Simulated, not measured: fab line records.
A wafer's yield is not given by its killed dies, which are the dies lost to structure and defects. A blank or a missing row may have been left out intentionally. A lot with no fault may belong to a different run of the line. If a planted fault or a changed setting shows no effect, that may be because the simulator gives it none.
Problem report, 8D (eight disciplines) form, completed by code -- flow nand_harc -- the parts of the form that need people (team, actions taken, sign-off) are left out

## 1. PROBLEM STATEMENT
A mean of 70.4 s is read at NHARC_A_BONDPAD_ETCH_34 for run_length_s, taken on 1 wafer of 1 lot, against 87.2 s (standard deviation 0.44) on wafers free of any fault. That puts it -38 standard deviations away from the usual mean.
The step: etches the open film in N2/H2, target depth 60 nm, overetch 18 nm, time 65.91 s.
Earliest sighting: wafer L439.5 on rie_diel-05 at day 31 21:35. The record has a number at this step for 39 wafers belonging to 13 lots. Rule for "out", or "out of limits": more than 4 standard deviations from the usual mean. Any other wafer with a number is counted as sound.

## 2. WHAT THIS IS AND IS NOT
question,is,is not
which readings at this step,run_length_s,"drypump_motor_current_A, mfc_ar_sccm, oes_product_au, rf_vpp_V, showerhead_plenum_p_Torr, throttle_valve_pct"
which lots,L439,"L418, L419, L420, L421, L423, L424, L425, L426, L428, L429, L431, L436"
which wafers of those lots,L439.5,"L439.1, L439.4"
read on which tools,rie_diel-05,"rie_diel-06, rie_diel-11"
when,from day 31 21:35,up to then (38 sound wafers)

## 3. WHAT RULES OUT EACH SUSPECT
Counting: if a tool at a process step up to the reading ran every lot that is out, it stays a suspect. Sound lots after the first of them don't rule it out here, since some wafers of a struck lot are sound.
- pvd_sputter-02 at NHARC_A_M1_DEGAS_29 (time 60 s): kept. It processed L439, the lot that is out, at day 31 17:48, and its most recent sound lot before then was L436 at day 30 18:14.
- rie_diel-05 at NHARC_A_BONDPAD_ETCH_34 (etches the open film in N2/H2, target depth 60 nm, overetch 18 nm, time 65.91 s): kept. It processed L439, the lot that is out, at day 31 21:35, and its most recent sound lot before then was L431 at day 28 16:50. Out on those wafers are its own readings of run_length_s.
Left after counting: pvd_sputter-02 at NHARC_A_M1_DEGAS_29, rie_diel-05 at NHARC_A_BONDPAD_ETCH_34.

## 4. THE CAUSE (what the simulator had put in)
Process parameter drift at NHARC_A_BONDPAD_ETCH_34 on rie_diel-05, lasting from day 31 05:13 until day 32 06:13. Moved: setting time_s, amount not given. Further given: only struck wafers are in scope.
Of the 2 suspects that counting leaves, this tool is one.

## 5. THE EFFECT CHAIN, in route order
Rows list readings where the struck wafers' mean (over those with a number) sits beyond 3 standard deviations from the usual. Only readings for which the record gives a usual standard deviation are gone through. hours: the time from each lot's start at the first step in this table that gives one to its start at this step, as a median over the lots. sigmas: the change in usual standard deviations.
hours,step,reading,usual,on struck wafers,change,sigmas
0,NHARC_A_BONDPAD_ETCH_34,run_length_s,87.2 s,70.4,-16.8,-38
The process steps in it:
- NHARC_A_BONDPAD_ETCH_34: etches the open film in N2/H2, target depth 60 nm, overetch 18 nm, time 65.91 s.

## 6. WHAT WOULD HAVE CAUGHT IT SOONER
The fault began at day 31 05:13; the first out-of-limits reading in this record came at day 31 21:35, 16 hours later.
